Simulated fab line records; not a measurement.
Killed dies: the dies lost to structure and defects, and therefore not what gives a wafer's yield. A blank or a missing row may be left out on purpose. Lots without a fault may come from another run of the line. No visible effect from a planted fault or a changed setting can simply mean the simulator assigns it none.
fab line records | flow n5_finfet
record: lots: 7 wafers: 39
route steps=1938 shown BEOL_M8@1377 BEOL_M11@1552 BEOL_M14@1716
start_h: the number of hours between the record's first day and the start of the first shown wafer of the lot | wait_h: time in hours since the lot's previous step | " same as the row above | L1.1+2: one row covering several wafers at once | - no value, or no start given | * or withheld: withheld | < > ~ a bound
route shown NAME@n: a module of which the file shows steps, and the number in the route of the first | usual: the fault-free wafers' mean and standard deviation | same: alike in all rows | chamber/n: place in a boat | sites: per-site readings | _std_site: their standard deviation | _edge_site: inner sites' mean taken away from outer sites' mean | radius_mm: for every site, how far away it sits from the centre of the wafer | mask NAME#n: copy n | behind: tool/chamber where the wafer was last shaped | hold: the reason the lot was held/the length of the hold in hours/how it ended | device: names the non-switching transistor (n, p or np) | end of line: tests run on the same wafers once the route is complete | a step with no rows: only its recipe | killed: dies that structure and defects cost at the first sort, which is not the same as the wafer's yield | map: per-die view of a wafer (x killed, . not killed, _ where there is no die)
set.NAME: setting as actually run; set.NAME@STEP: the setting as run at that earlier step | model.NAME: the simulator's own value behind a step, which no gauge read
lots where settings were altered on purpose, with a table for each step and a row for each wafer
== steps ==
step: N5_BEOL_M8_TRENCH_ETCH_37
recipe: chemistry: C4F6/O2 target_depth_a: 934.78 target: SiCOH_lowk time_s: 31.2 ion_energy_ev: 250 pressure_mtorr: 30 source_w: 345 bias_w: 185 Ar_flow_sccm: 300 C4F6_flow_sccm: 10 O2_flow_sccm: 10
columns lot.wafer tool chamber start_h wait_h set.target_depth_a model.BEOL_M8.feature_depth_nm model.etch.depth_nm model.TiN_of_BEOL_M8_HM_DEP_02.thk_nm
L077.1 rie_diel-05 0 - - 934.78 92.8 92.78 17.6
L077.3 " 2 " " 934.78 92 92.02 17.6
L077.6 " 3 " " 934.78 95.4 95.36 17.8
L085.1 rie_diel-05 1 - - 780.9 77.4 77.34 17.8
L085.2 " 2 " " 780.9 77 76.92 18
L085.3 " 3 " " 934.78 96.4 96.4 17.6
L085.4 " 0 " " 934.78 92.8 92.82 17.4
L085.5 " 1 " " 934.78 92.8 92.73 17.6
L085.6 " 0 " " 780.9 77.8 77.84 17.6
L087.1 rie_diel-01 1 - - 1469 149.6 149.7 15.6
L087.2 " 3 " " 934.78 96.2 96.25 17
L087.3 " 2 " " 1469 147.8 147.8 15.6
L087.4 " 0 " " 934.78 92 92.07 17
L087.5 " 3 " " 934.78 95.6 95.62 17
L087.6 " 2 " " 1469 150 150 15.4
L090.1 rie_diel-01 3 - - 934.78 96.4 96.38 17
L090.2 " 1 " " 934.78 95.6 95.56 16.8
L090.3 " 2 " " 934.78 95.8 95.86 17
L090.4 " 1 " " 934.78 95.8 95.7 17.2
L090.5 " 2 " " 934.78 95 95.03 16.8
L090.6 " 3 " " 934.78 96.2 96.19 16.8
L093.1 rie_diel-05 1 - - 934.78 91.8 91.82 17.4
L093.2 " 2 " " 1101 107.8 107.7 17
L093.3 " 0 " " 1101 107.6 107.6 17.2
L093.4 " 3 " " 934.78 95 94.95 17.4
L093.5 " 0 " " 934.78 93 92.95 17.6
L093.6 " 1 " " 1101 108.4 108.4 17
L095.1 rie_diel-05 2 - - 934.78 92.6 92.66 17.6
L095.2 " 1 " " 934.78 93.4 93.31 17.8
L095.3 " 0 " " 934.78 92.4 92.5 17.4
L095.4 " 3 " " 1127 115.8 115.8 16.8
L095.5 " 0 " " 1127 111.8 111.8 17
L095.6 " 1 " " 1127 111.4 111.4 16.8
L097.1 rie_diel-03 3 - - 934.78 94.6 94.66 17.4
L097.2 " 0 " " 934.78 94.6 94.63 17.4
L097.3 " 2 " " 934.78 91 91.08 17.6
L097.4 " 1 " " 934.78 95.6 95.5 17.4
L097.5 " 1 " " 934.78 95 95.06 17.4
L097.6 " 2 " " 934.78 90.8 90.86 17.4
step: N5_BEOL_M8_ETCH_41
recipe: chemistry: CH3F/O2 target: SiCN target_depth_a: 319 taper_deg: 2 time_s: 57.8 ion_energy_ev: 120 mask_material: TiN pressure_mtorr: 30 source_w: 395 bias_w: 75 Ar_flow_sccm: 150 CH3F_flow_sccm: 30 O2_flow_sccm: 20
step: N5_BEOL_M8_STRIP_80
recipe: chemistry: N2/H2 time_s: 10 power_w: 450 temp_c: 40 pressure_mtorr: 20 rf_frequency_hz: 6e+07 bias_power_w: 7 n2_flow_sccm: 200 h2_flow_sccm: 200
step: N5_BEOL_M8_OCD_MEAS_38
usual: trench_depth_nm: 94.0/1.7
columns lot.wafer tool chamber start_h wait_h set.target_depth_a@BEOL_M8_TRENCH_ETCH_37 trench_depth_nm
L077.1 ocd-01 - 256.04 - 934.78 92.4
L077.3 " - " " 934.78 92.6
L077.6 " - " " 934.78 95.0
L085.1 ocd-02 - 290.24 - 780.9 77.2
L085.2 " - " " 780.9 77.2
L085.3 " - " " 934.78 95.9
L085.4 " - " " 934.78 93.3
L085.5 " - " " 934.78 92.3
L085.6 " - " " 780.9 77.8
L087.1 ocd-02 - 310.39 - 1469 149.6
L087.2 " - " " 934.78 95.8
L087.3 " - " " 1469 148.0
L087.4 " - " " 934.78 92.3
L087.5 " - " " 934.78 95.7
L087.6 " - " " 1469 149.7
L090.1 ocd-01 - 333.31 - 934.78 96.3
L090.2 " - " " 934.78 -
L090.3 " - " " 934.78 -
L090.4 " - " " 934.78 95.6
L090.5 " - " " 934.78 95.0
L090.6 " - " " 934.78 -
L093.1 ocd-01 - 358.99 - 934.78 91.7
L093.2 " - " " 1101 107.8
L093.3 " - " " 1101 107.9
L093.4 " - " " 934.78 95.3
L093.5 " - " " 934.78 93.1
L093.6 " - " " 1101 108.2
L095.1 ocd-01 - 362.64 - 934.78 92.6
L095.2 " - " " 934.78 93.5
L095.3 " - " " 934.78 92.9
L095.4 " - " " 1127 115.8
L095.5 " - " " 1127 111.7
L095.6 " - " " 1127 111.3
L097.1 ocd-02 - 383.00 - 934.78 94.6
L097.2 " - " " 934.78 94.6
L097.3 " - " " 934.78 91.2
L097.4 " - " " 934.78 95.2
L097.5 " - " " 934.78 95.1
L097.6 " - " " 934.78 90.7
step: N5_BEOL_M8_HM_STRIP_39
recipe: chemistry: peroxide_tin_strip material: TiN target_depth_a: 250 temp_c: 50 time_s: 158
step: N5_BEOL_M8_SRD_40
recipe: time_s: 30 temp_c: 23 rinse_liquid: diw dry: ipa_marangoni
step: N5_BEOL_M8_ECD_50
recipe: material: Cu target_thk_a: 3000
step: N5_BEOL_M8_ANNEAL_51
recipe: temp_c: 225 time_s: 90 ambient: N2
step: N5_BEOL_M8_CMP_52
recipe: stop_on: SiCOH_lowk t_overpolish_s: 6.9 down_force_psi: 1 platen_rpm: 50 clearing_platen_down_force_psi: 1.5 clearing_platen_rpm: 50 post_cmp_clean: cu_alkaline target_thk_nm: 80 clearing_platen_pad_velocity_m_s: 0.99484 pad_velocity_m_s: 0.99484
columns lot.wafer tool chamber start_h wait_h set.target_depth_a@BEOL_M8_TRENCH_ETCH_37 model.Cu_of_BEOL_M8_ECD_50.thk_nm
L077.1 cmp-04 3 258.17 0.3 934.78 80.4
L077.3 " 0 " " 934.78 80
L077.6 " 2 " " 934.78 83.2
L085.4 cmp-04 1 292.01 0.1 934.78 77.8
L085.2 " 2 " " 780.9 63.2
L085.3 " 3 " " 934.78 83.4
L085.1 " 0 " " 780.9 65.2
L085.5 " 1 " " 934.78 78.2
L085.6 " 2 " " 780.9 63.6
L087.2 cmp-01 3 313.07 0.2 934.78 80.8
L087.3 " 0 " " 1469 133.6
L087.4 " 1 " " 934.78 80
L087.1 " 2 " " 1469 134.2
L087.5 " 3 " " 934.78 81.2
L087.6 " 0 " " 1469 136.2
L090.4 cmp-03 1 335.37 0.1 934.78 82.6
L090.3+6 " 2,1 " " 934.78 81.6
L090.2 " 3 " " 934.78 83
L090.1 " 0 " " 934.78 83.6
L090.5 " 2 " " 934.78 81.4
L093.3 cmp-04 3 362.53 0.2 1101 94.2
L093.2 " 0 " " 1101 93.6
L093.4 " 1 " " 934.78 79.2
L093.1 " 2 " " 934.78 78
L093.5 " 3 " " 934.78 80.6
L093.6 " 0 " " 1101 94.8
L095.1 cmp-03 2 365.79 0.3 934.78 77.2
L095.3 " 3 " " 934.78 79.6
L095.2 " 0 " " 934.78 79.2
L095.4 " 1 " " 1127 101
L095.6 " 2 " " 1127 97
L095.5 " 3 " " 1127 98.6
L097.3 cmp-04 2 385.65 0.2 934.78 77.2
L097.2 " 3 " " 934.78 80.8
L097.1 " 0 " " 934.78 81.2
L097.4 " 1 " " 934.78 81.4
L097.6 " 2 " " 934.78 76.6
L097.5 " 3 " " 934.78 82.8
step: N5_BEOL_M8_THK_MEAS_53
recipe: thk_meas_gauge: xrf reads: Cu_of_BEOL_M8_ECD_50
usual: M8_THK: 80.2/2.2
columns lot.wafer tool chamber start_h wait_h set.target_depth_a@BEOL_M8_TRENCH_ETCH_37 M8_THK[nm]
L077.1 film_metro-01 - 258.43 - 934.78 80.6
L077.3 " - " " 934.78 79.9
L077.6 " - " " 934.78 83.3
L085.1 film_metro-02 - 292.30 - 780.9 65.1
L085.2 " - " " 780.9 62.9
L085.3 " - " " 934.78 83.6
L085.4 " - " " 934.78 77.8
L085.5 " - " " 934.78 77.9
L085.6 " - " " 780.9 63.4
L087.1 film_metro-01 - 313.37 - 1469 134.9
L087.2 " - " " 934.78 80.7
L087.3 " - " " 1469 133.7
L087.4 " - " " 934.78 80.2
L087.5 " - " " 934.78 81.2
L087.6 " - " " 1469 135.9
L090.1 film_metro-01 - 335.67 - 934.78 84.6
L090.2 " - " " 934.78 -
L090.3 " - " " 934.78 -
L090.4 " - " " 934.78 83.7
L090.5 " - " " 934.78 82.4
L090.6 " - " " 934.78 -
L093.1 film_metro-02 - 362.83 - 934.78 78.6
L093.2 " - " " 1101 94.1
L093.3 " - " " 1101 94.4
L093.4 " - " " 934.78 79.5
L093.5 " - " " 934.78 81.1
L093.6 " - " " 1101 95.0
L095.1 film_metro-02 - 366.09 - 934.78 76.8
L095.2 " - " " 934.78 78.9
L095.3 " - " " 934.78 79.5
L095.4 " - " " 1127 101.2
L095.5 " - " " 1127 98.9
L095.6 " - " " 1127 96.7
L097.1 film_metro-01 - 385.95 - 934.78 81.9
L097.2 " - " " 934.78 81.0
L097.3 " - " " 934.78 77.4
L097.4 " - " " 934.78 81.5
L097.5 " - " " 934.78 83.3
L097.6 " - " " 934.78 77.1
step: N5_BEOL_M8_PRE_CLEAN_55
recipe: gas: NH3 time_s: 15 temp_c: withheld rf_power_w: 300
step: N5_BEOL_M8_DEP_56
recipe: material: SiCN target_thk_a: 100 temp_c: withheld precursor: 3MS/NH3 pressure_torr: 3 rf_w: 202 time_s: 17.5
step: N5_BEOL_M8_RS_MEAS_57
recipe: thk_meas_gauge: four-point-probe reads: Cu_of_BEOL_M8_ECD_50+Co_of_BEOL_M8_CVD_78+TaN_of_BEOL_M8_ALD_77
usual: M8_RS: 0.286/0.0089
columns lot.wafer tool chamber start_h wait_h set.target_depth_a@BEOL_M8_TRENCH_ETCH_37 M8_RS[ohm/sq]
L077.1 film_metro-02 - 258.59 0.1 934.78 0.284
L077.3 " - " " 934.78 0.287
L077.6 " - " " 934.78 0.274
L085.1 film_metro-01 - 292.43 0.1 780.9 0.366
L085.2 " - " " 780.9 0.379
L085.3 " - " " 934.78 0.273
L085.4 " - " " 934.78 0.296
L085.5 " - " " 934.78 0.294
L085.6 " - " " 780.9 0.376
L087.1 film_metro-01 - 313.50 0.1 1469 0.159
L087.2 " - " " 934.78 0.283
L087.3 " - " " 1469 0.160
L087.4 " - " " 934.78 0.286
L087.5 " - " " 934.78 0.281
L087.6 " - " " 1469 0.156
L090.1 film_metro-02 - 335.80 0.1 934.78 0.272
L090.2 " - " " 934.78 -
L090.3 " - " " 934.78 -
L090.4 " - " " 934.78 0.275
L090.5 " - " " 934.78 0.281
L090.6 " - " " 934.78 -
L093.1 film_metro-01 - 362.96 0.1 934.78 0.294
L093.2 " - " " 1101 0.238
L093.3 " - " " 1101 0.236
L093.4 " - " " 934.78 0.289
L093.5 " - " " 934.78 0.283
L093.6 " - " " 1101 0.235
L095.1 film_metro-02 - 366.22 0.1 934.78 0.298
L095.2 " - " " 934.78 0.290
L095.3 " - " " 934.78 0.287
L095.4 " - " " 1127 0.218
L095.5 " - " " 1127 0.224
L095.6 " - " " 1127 0.229
L097.1 film_metro-01 - 386.11 0.1 934.78 0.281
L097.2 " - " " 934.78 0.283
L097.3 " - " " 934.78 0.299
L097.4 " - " " 934.78 0.280
L097.5 " - " " 934.78 0.275
L097.6 " - " " 934.78 0.301
step: N5_BEOL_M11_DESCUM_16
recipe: chemistry: O2 time_s: 7.9 source_power_w: 50 bias_power_w: 20 pressure_mtorr: 20 rf_frequency_hz: 2.712e+07 temp_c: 40 resist: CAR-ArF o2_flow_sccm: 225
columns lot.wafer tool chamber start_h wait_h set.time_s model.CAR-ArF_of_BEOL_M11_COAT_05.thk_nm
L077.1 rie_diel-02 3 279.29 0.0 7.9 83.4
L077.3 " 0 " " 7.9 83
L077.6 " 0 " " 7.9 83.2
L085.1+3 rie_diel-06 3,1 310.97 0.0 12.34 80.8
L085.2 " 2 " " 12.34 80.4
L085.4+5 " 0,3 " " 7.9 83.6
L085.6 " 0 " " 7.9 83.2
L087.1 rie_diel-02 0 336.55 0.0 4.474 86.2
L087.2 " 3 " " 4.474 86
L087.3 " 1 " " 7.9 83.4
L087.4+5 " 1,0 " " 7.9 83.8
L087.6 " 3 " " 4.474 85.8
L090.1 rie_diel-02 0 353.25 0.1 3.497 86.2
L090.2 " 2 " " 7.9 83.2
L090.3+6 " 3 " " 3.497 86
L090.4 " 1 " " 7.9 83
L090.5 " 0 " " 7.9 83.4
L095.1 rie_diel-02 3 386.93 0.0 5.504 85
L095.2+4 " 0,1 " " 7.9 83.4
L095.3+6 " 2 " " 5.504 84.8
L095.5 " 1 " " 7.9 83.8
L093.1+5 rie_diel-04 1,2 388.85 0.0 7.9 83.2
L093.2+4 " 3,2 " " 6.265 84.4
L093.3 " 0 " " 7.9 83.4
L093.6 " 3 " " 6.265 84.6
L097.1 rie_diel-02 1 401.88 0.3 4.317 85.6
L097.2+5 " 2,1 " " 4.317 86
L097.3+4+6 " 0,3,0 " " 7.9 83.4
step: N5_BEOL_M14_ILD_DEP_00
recipe: material: SiO2 target_thk_a: 11193 temp_c: 400 precursor: TEOS/O2 pressure_torr: 6.5 rf_w: 900 teos_flow_sccm: 161.4 gas: O2 flow_sccm: 2650 time_s: 237.4
columns lot.wafer tool chamber start_h wait_h set.time_s model.SiO2_of_BEOL_M14_ILD_DEP_00.thk_nm
L077.1 pecvd-01 0 295.58 0.0 237.4 1124
L077.3 " 2 " " 237.4 1141
L077.6 " 0 " " 237.4 1132
L085.1 pecvd-01 2 333.15 0.0 237.4 1109
L085.2 " 0 " " 237.4 1099
L085.3 " 1 " " 237.4 1098
L085.4 " 2 " " 237.4 1127
L085.5 " 1 " " 237.4 1128
L085.6 " 0 " " 237.4 1120
L087.1 pecvd-01 2 352.53 0.0 237.4 1103
L087.2 " 1 " " 237.4 1107
L087.3 " 0 " " 237.4 1105
L087.4 " 2 " " 237.4 1117
L087.5 " 1 " " 237.4 1126
L087.6 " 0 " " 237.4 1121
L090.1 pecvd-04 0 381.32 0.0 105.7 493.8
L090.2 " 1 " " 237.4 1071
L090.3 " 2 " " 237.4 1102
L090.4 " 2 " " 105.7 499
L090.5 " 0 " " 237.4 1120
L090.6 " 1 " " 105.7 488
L095.1 pecvd-01 1 401.94 0.0 237.4 1110
L095.2 " 2 " " 365.1 1719
L095.3 " 0 " " 365.1 1698
L095.4 " 0 " " 237.4 1119
L095.5 " 2 " " 365.1 1736
L095.6 " 1 " " 237.4 1132
L093.1 pecvd-01 1 409.26 0.0 237.4 1102
L093.2 " 0 " " 171.1 775.8
L093.3 " 2 " " 171.1 820.6
L093.4 " 1 " " 237.4 1114
L093.5 " 2 " " 171.1 817.2
L093.6 " 0 " " 237.4 1120
L097.1 pecvd-01 0 420.98 0.0 237.4 1082
L097.2 " 2 " " 237.4 1127
L097.3 " 1 " " 164.8 770.6
L097.4 " 2 " " 237.4 1138
L097.5 " 1 " " 164.8 774.8
L097.6 " 0 " " 164.8 768.8
step: N5_BEOL_M14_THK_MEAS_01
recipe: reads: SiO2_of_BEOL_M14_ILD_DEP_00
usual: M14_ILD_THK: 1120/15
columns lot.wafer tool chamber start_h wait_h set.time_s@BEOL_M14_ILD_DEP_00 M14_ILD_THK[nm]
L077.1 film_metro-02 - 295.85 0.2 237.4 1124
L077.3 " - " " 237.4 1142
L077.6 " - " " 237.4 1132
L085.1 film_metro-01 - 333.34 0.1 237.4 1109
L085.2 " - " " 237.4 1099
L085.3 " - " " 237.4 1098
L085.4 " - " " 237.4 1127
L085.5 " - " " 237.4 1128
L085.6 " - " " 237.4 1119
L087.1 film_metro-02 - 352.72 0.1 237.4 1103
L087.2 " - " " 237.4 1106
L087.3 " - " " 237.4 1105
L087.4 " - " " 237.4 1116
L087.5 " - " " 237.4 1125
L087.6 " - " " 237.4 1121
L090.1 film_metro-02 - 381.51 0.1 105.7 494
L090.2 " - " " 237.4 1071
L090.3 " - " " 237.4 1101
L090.4 " - " " 105.7 499
L090.5 " - " " 237.4 1119
L090.6 " - " " 105.7 488
L095.1 film_metro-01 - 402.13 0.1 237.4 1111
L095.2 " - " " 365.1 1719
L095.3 " - " " 365.1 1698
L095.4 " - " " 237.4 1119
L095.5 " - " " 365.1 1736
L095.6 " - " " 237.4 1133
L093.1 film_metro-01 - 409.45 0.1 237.4 1102
L093.2 " - " " 171.1 776
L093.3 " - " " 171.1 821
L093.4 " - " " 237.4 1114
L093.5 " - " " 171.1 818
L093.6 " - " " 237.4 1120
L097.1 film_metro-01 - 421.17 0.1 237.4 1082
L097.2 " - " " 237.4 1126
L097.3 " - " " 164.8 770
L097.4 " - " " 237.4 1138
L097.5 " - " " 164.8 775
L097.6 " - " " 164.8 768
step: N5_BEOL_M14_COAT_58
recipe: resist: BARC temp_c: 205 time_s: 60 spin_rpm: 1500 resist_thk_nm: 89
step: N5_BEOL_M14_COAT_04
recipe: spin_rpm: 1704 resist_thk_nm: 800
step: N5_BEOL_M14_DESCUM_15
recipe: chemistry: O2 time_s: 7.9 source_power_w: 50 bias_power_w: 20 pressure_mtorr: 20 rf_frequency_hz: 2.712e+07 temp_c: 40 o2_flow_sccm: 225
step: N5_BEOL_M14_ETCH_59
recipe: chemistry: N2/H2 target: BARC target_depth_a: 890 overetch_a: 267 time_s: 67.9 ion_energy_ev: 200 pressure_mtorr: 30 source_w: 840 bias_w: 150 n2_flow_sccm: 200 h2_flow_sccm: 200
step: N5_BEOL_M14_VIA_ETCH_16
recipe: chemistry: C4F8/O2/Ar target: SiO2 he_inner_torr: 15 he_outer_torr: 30 target_depth_a: 12313 time_s: withheld ion_energy_ev: 800 pressure_mtorr: 20 source_w: 1905 bias_w: 2040 Ar_flow_sccm: 400 C4F8_flow_sccm: 16 O2_flow_sccm: 12 ends: cleared
columns lot.wafer tool chamber start_h wait_h set.time_s@BEOL_M14_ILD_DEP_00 model.etch.depth_nm model.coat_of_BEOL_M14_COAT_04.thk_nm
L077.1 rie_diel-03 3 296.71 0.0 * 1124 447.8
L077.3 " 0 " " * 1141 451.8
L077.6 " 3 " " * 1132 443.6
L085.1 rie_diel-01 2 333.97 0.0 * 1109 460
L085.2 " 1 " " * 1099 453.2
L085.3 " 3 " " * 1098 453.8
L085.4 " 2 " " * 1127 452.4
L085.5 " 1 " " * 1128 445
L085.6 " 3 " " * 1120 447.8
L087.1 rie_diel-05 3 353.20 0.0 * 1103 460.4
L087.2 " 1 " " * 1107 460.2
L087.3 " 2 " " * 1105 459.6
L087.4 " 0 " " * 1117 458.8
L087.5 " 1 " " * 1126 456.2
L087.6 " 0 " " * 1121 455.6
L090.1 rie_diel-01 2 382.12 0.0 * 493.8 600.8
L090.2 " 1 " " * 1071 459.2
L090.3 " 3 " " * 1102 448.4
L090.4 " 1 " " * 498.9 595.8
L090.5 " 2 " " * 1120 451.2
L090.6 " 3 " " * 488.1 599.2
L095.1 rie_diel-05 1 402.74 0.0 * 1110 464
L095.2 " 2 " " * 1719 318.8
L095.3 " 3 " " * 1698 324.4
L095.4 " 0 " " * 1119 458.4
L095.5 " 2 " " * 1736 317.2
L095.6 " 3 " " * 1132 455.8
L093.1 rie_diel-03 2 410.07 0.0 * 1102 459.6
L093.2 " 1 " " * 775.7 536
L093.3 " 3 " " * 820.5 520.6
L093.4 " 0 " " * 1114 460.8
L093.5 " 1 " " * 817.1 526.4
L093.6 " 2 " " * 1120 458.4
L097.1 rie_diel-01 3 421.77 0.0 * 1082 459.2
L097.2 " 1 " " * 1127 446
L097.3 " 2 " " * 770.5 537.2
L097.4 " 3 " " * 1138 446.4
L097.5 " 1 " " * 774.8 535.4
L097.6 " 2 " " * 768.7 539.8
== key ==
split: step: N5_BEOL_M8_TRENCH_ETCH_37 setting: target_depth_a stated: 934.78 by: wafer
response: step: N5_BEOL_M8_TRENCH_ETCH_37 reading: model.BEOL_M8.feature_depth_nm change: +0.951 per: 1% r: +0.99
response: step: N5_BEOL_M8_TRENCH_ETCH_37 reading: model.etch.depth_nm change: +0.951 per: 1% r: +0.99
response: step: N5_BEOL_M8_TRENCH_ETCH_37 reading: model.TiN_of_BEOL_M8_HM_DEP_02.thk_nm change: -0.0258 per: 1% r: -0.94
response: step: N5_BEOL_M8_OCD_MEAS_38 reading: trench_depth_nm change: +0.948 per: 1% r: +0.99
response: step: N5_BEOL_M8_CMP_52 reading: model.Cu_of_BEOL_M8_ECD_50.thk_nm change: +0.942 per: 1% r: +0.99
response: step: N5_BEOL_M8_THK_MEAS_53 reading: M8_THK change: +0.945 per: 1% r: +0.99
response: step: N5_BEOL_M8_RS_MEAS_57 reading: M8_RS change: -0.00255 per: 1% r: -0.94
split: step: N5_BEOL_M11_DESCUM_16 setting: time_s stated: 7.9 by: wafer
response: step: N5_BEOL_M11_DESCUM_16 reading: model.CAR-ArF_of_BEOL_M11_COAT_05.thk_nm change: -0.0516 per: 1% r: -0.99
split: step: N5_BEOL_M14_ILD_DEP_00 setting: time_s stated: 237.4 by: wafer
response: step: N5_BEOL_M14_ILD_DEP_00 reading: model.SiO2_of_BEOL_M14_ILD_DEP_00.thk_nm change: +11 per: 1% r: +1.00
response: step: N5_BEOL_M14_THK_MEAS_01 reading: M14_ILD_THK change: +11 per: 1% r: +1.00
response: step: N5_BEOL_M14_VIA_ETCH_16 reading: model.etch.depth_nm change: +11 per: 1% r: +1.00
response: step: N5_BEOL_M14_VIA_ETCH_16 reading: model.coat_of_BEOL_M14_COAT_04.thk_nm change: -2.62 per: 1% r: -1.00
